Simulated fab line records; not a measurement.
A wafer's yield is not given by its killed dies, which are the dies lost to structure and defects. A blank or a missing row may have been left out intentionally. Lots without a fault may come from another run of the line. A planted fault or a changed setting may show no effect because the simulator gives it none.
Comparing a struck lot with a sound one    flow nand_harc    40 out of 1302 route steps
Sound: wafers L411.3, L411.4, L411.5. Wafers struck: L410.2, L410.4, L410.5. At the end, the cause is stated.
For every step that has rows: the tool of each side, followed by ch and its chambers, followed by its first start. Under that, the readings that differ: sound wafers    struck wafers    difference of the means    sigmas: that difference in standard deviations of wafers without a fault.
alike: same words and numbers on both sides, and readings whose means sit less than 2 such deviations apart. not compared: any withheld reading, any reading some wafer has no value for, any bound like >300 that may hide the same value, and any number with overlapping values for which the record gives no deviation.
Wherever a step has rows on one side only, a row that says differs or no value, or a row with sigmas, the two part there. Numbers that don't overlap but have no deviation are shown without sigmas and don't part them. Lack of a reading on every wafer of one side parts them only where that side has two or more wafers.

first, 3 steps without rows for these wafers: NHARC_THIN_TSV_DESCUM_14 (chemistry O2, time 3 s); NHARC_THIN_TSV_ETCH_44 (etches the open film in CF4/O2, target depth 1594.2 nm, time 797.1 s); NHARC_THIN_TSV_ETCH_15 (target depth 3000 nm, bosch target overetch cycles 2, bosch etch step 2.8 s).
NHARC_THIN_TSV_CD_MEAS_16:
  sound on cd_sem-01 at day 32 03:23; struck on cd_sem-02 at day 31 07:46
  alike: cd_nm
then, 2 steps without rows for these wafers: NHARC_THIN_TSV_STRIP_45 (strips in O2); NHARC_THIN_TSV_STRIP_46 (strips in post etch residue remover, time 1200 s).
NHARC_THIN_TSV_DEP_47: deposits SiO2, target thk 200 nm.
  sound on pecvd-02 ch 0,1,2, day 32 04:32; struck on pecvd-02 ch 0,1,2, day 31 09:04
  alike: showerhead_vpp_V, throttle_valve_pct
NHARC_THIN_TSV_ETCHBACK_48: etches the open film in C4F8/Ar, target depth 1028.5 nm, time 405.17 s.
  sound on rie_diel-13 ch 0,3, day 32 04:51; struck on rie_diel-09 ch 1,2, day 31 09:23
  alike: oes_product_au, rf_vpp_V
  not compared: rf_hours_counter_h
then, 3 steps without rows for these wafers: NHARC_THIN_TSV_STRIP_62 (strips in N2/H2, time 20 s); NHARC_THIN_TSV_DEGAS_49 (time 120 s); NHARC_THIN_TSV_PRE_CLEAN_50 (time 30 s).
NHARC_THIN_TSV_PVD_19: deposits TaN, target thk 20 nm.
  sound on pvd_sputter-03; struck on pvd_sputter-02
reading                 sound           struck          difference  sigmas
throttle_valve_pct (%)  28.7 30.8 28.7  31.9 31.9 31.6  +2.4        +2
NHARC_THIN_TSV_PVD_51: deposits Cu, target thk 100 nm.
  sound on pvd_sputter-03 at day 32 05:47; struck on pvd_sputter-02 at day 31 10:13
  alike: throttle_valve_pct
then, 1 step without rows for these wafers: NHARC_THIN_TSV_ECD_20 (material Cu, target thk 2000 nm).
NHARC_THIN_TSV_ANNEAL_52: time 90 s.
  sound on rtp_anneal-01 ch 0, day 32 06:48; struck on rtp_anneal-01 ch 0, day 31 11:11
  alike: anneal_temp_c, wafer_temp_C_max
NHARC_THIN_TSV_CMP_21: polishes, t overpolish 30 s, target thk 2000 nm.
  sound on cmp-02 ch 0,1, day 32 07:04; struck on cmp-02 ch 0,3, day 31 11:29
  alike: motor_current_A, overpolish_run_s
then, 13 steps without rows for these wafers: NHARC_THIN_TSV_SRD_23; NHARC_THIN_TSV_DEGAS_53 (time 60 s); NHARC_THIN_TSV_PRE_CLEAN_54 (time 30 s); NHARC_THIN_TSV_PVD_55 (deposits TiN, target thk 50 nm); NHARC_THIN_TSV_PVD_24 (deposits Al, target thk 800 nm); NHARC_THIN_TSV_DEHYDRATE_25 (time 120 s); NHARC_THIN_TSV_HMDS_26 (time 30 s); NHARC_THIN_TSV_COAT_27; NHARC_THIN_TSV_SOFTBAKE_28 (time 95 s); NHARC_THIN_TSV_EBR_29; NHARC_THIN_TSV_EXPOSE_30 (exposes mask PAD); NHARC_THIN_TSV_PEB_31 (peb time 85 s); NHARC_THIN_TSV_DEVELOP_32 (time 70 s).
NHARC_THIN_TSV_CD_MEAS_33 targets a cd of 5000 nm.
  sound on cd_sem-01 ch 0, day 32 08:39; struck on cd_sem-01 ch 0, day 31 13:05
  alike: cd_nm
then, 6 steps without rows for these wafers: NHARC_THIN_TSV_HARDBAKE_34 (time 80 s); NHARC_THIN_TSV_DESCUM_35 (chemistry O2, time 3 s); NHARC_THIN_TSV_ETCH_59 (etches the open film in Cl2/BCl3, target depth 880 nm, time 138.1 s); NHARC_THIN_TSV_ETCH_36 (etches the open film in Cl2/BCl3, target depth 65 nm, time 18.571 s); NHARC_THIN_TSV_STRIP_56 (strips in O2); NHARC_THIN_TSV_STRIP_57 (strips in post etch residue remover, time 1200 s).
NHARC_THIN_TSV_CD_MEAS_37:
  sound on cd_sem-01 at day 32 10:05; struck on cd_sem-03 at day 31 14:32
  alike: cd_nm
then, 1 step without rows for these wafers: NHARC_THIN_TSV_ANNEAL_58 (time 1800 s).
NHARC_END_WLT_00:
  sound on prober-01 at day 32 15:48; struck on prober-01 at day 31 22:42
  alike: VT_DECK1_BOTTOM, VT_DECK1_BOTTOM_INNER, VT_DECK1_MEDIAN_NEAR_BOTTOM, VT_DECK1_MEDIAN_NEAR_BOTTOM_INNER, VT_DECK1_MIDDLE, VT_DECK1_MIDDLE_INNER, VT_DECK1_TOP, VT_DECK1_TOP_INNER, VT_DECK2_BOTTOM, VT_DECK2_BOTTOM_INNER, VT_DECK2_MEDIAN_NEAR_BOTTOM, VT_DECK2_MEDIAN_NEAR_BOTTOM_INNER, VT_DECK2_MIDDLE, VT_DECK2_MIDDLE_INNER, VT_DECK2_TOP, VT_DECK2_TOP_INNER
NHARC_END_SORT_01:
  only the struck wafers appear in the record here, on prober-01 ch 0 at day 32 02:02; the sound ones have no rows

## WHERE THEY PART
Last at NHARC_END_SORT_01 as far as this record goes, first at NHARC_THIN_TSV_PVD_19.

WHY: whatever the simulator had introduced
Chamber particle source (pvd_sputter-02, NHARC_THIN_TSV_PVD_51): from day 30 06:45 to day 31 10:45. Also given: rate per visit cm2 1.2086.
